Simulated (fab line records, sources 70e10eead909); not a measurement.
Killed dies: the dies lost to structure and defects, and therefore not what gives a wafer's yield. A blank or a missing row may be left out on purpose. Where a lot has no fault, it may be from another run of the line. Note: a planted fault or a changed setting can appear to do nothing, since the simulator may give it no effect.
8D (eight disciplines) problem report, filled in by code || flow nand harc || the parts of the form that need people (team, actions taken, sign-off) are left out

1. THE ISSUE
Mean of raw defect count at NHARC_A_CHANNEL_HOLE_D2_INSPECT_40: 793 across 9 wafers in 3 lots; on wafers with no fault it is 280 (standard deviation 68). Relative to the usual mean, that is a shift of +7.5 standard deviations.
Earliest sighting: wafer L578.4 on defect inspect-02 at day 19 22:31. The record has a number at this step for 33 wafers belonging to 11 lots. The rule behind "out" and "out of limits": a value lying over 4 standard deviations away from the usual mean. The other wafers with a number count as sound.

2. WHAT IT IS AND WHAT IT IS NOT
{"question": "which readings at this step", "is": "raw defect count", "is not": "-"}
{"question": "which lots", "is": "L578, L579, L580", "is not": "L563, L567, L571, L572, L574, L575, L585, L586"}
{"question": "which wafers of those lots", "is": "all that have a number", "is not": "-"}
{"question": "read on which gauges", "is": "defect inspect-01, defect inspect-02", "is not": "-"}
{"question": "when", "is": "from day 19 22:31", "is not": "up to then (18 sound wafers); but 6 sound wafers of L585, L586 came after"}

3. SUSPECTS, AND WHAT RULES EACH OUT
Counting: a tool at a process step up to the reading stays a suspect if it ran every lot that is out and no sound lot after the first of them.
- ruled out: the gauge at NHARC_A_CHANNEL_HOLE_D2_INSPECT_40. 2 gauges (defect inspect-01, defect inspect-02) read the wafers that are out.
- har etch-01 at NHARC_A_CHANNEL_HOLE_D2_ETCH_20 (etches the open film in C4F8/O2/Ar, time 361.9 s, target depth 1600 nm): ruled out as a lasting fault. After its first lot that is out, L578 (day 19 17:07), sound lots L586 ran on it.
Left after counting: nothing in the record.

4. THE CAUSE (what the simulator had put in)
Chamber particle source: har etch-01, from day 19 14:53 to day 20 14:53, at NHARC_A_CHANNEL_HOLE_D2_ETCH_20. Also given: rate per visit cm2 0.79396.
The count ruled it out by mistake, since the rule takes a fault to strike every lot its tool runs from the start of the fault on, and this one did not do so.

5. THE EFFECT CHAIN, in route order
Rows list readings where the struck wafers' mean (over those with a number) sits beyond 3 standard deviations from the usual. Scope: only readings with a usual standard deviation given in the record; hours: median across lots of the time from each lot's start at the first step in this table that gives one to its start at this step; sigmas: change in usual standard deviations.
{"hours": 0, "step": "NHARC_A_CHANNEL_HOLE_D2_INSPECT_40", "reading": "raw defect count", "usual": 280, "on struck wafers": 793, "change": "+513", "sigmas": "+7.5"}
Later steps that measure or inspect, where all struck wafers having a row at the step show a number for every such reading and not one has moved that far: NHARC_END_SORT_01.

6. WHAT WOULD HAVE CAUGHT IT SOONER
The first out-of-limits reading at a measuring or inspecting step in this record came at day 19 22:31, 8 hours after the fault's start at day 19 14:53.
An alarm limit of 4 standard deviations would not have fired on the tool readings at NHARC_A_CHANNEL_HOLE_D2_ETCH_20 for which the record gives a usual standard deviation, since none of them was out on any struck wafer.
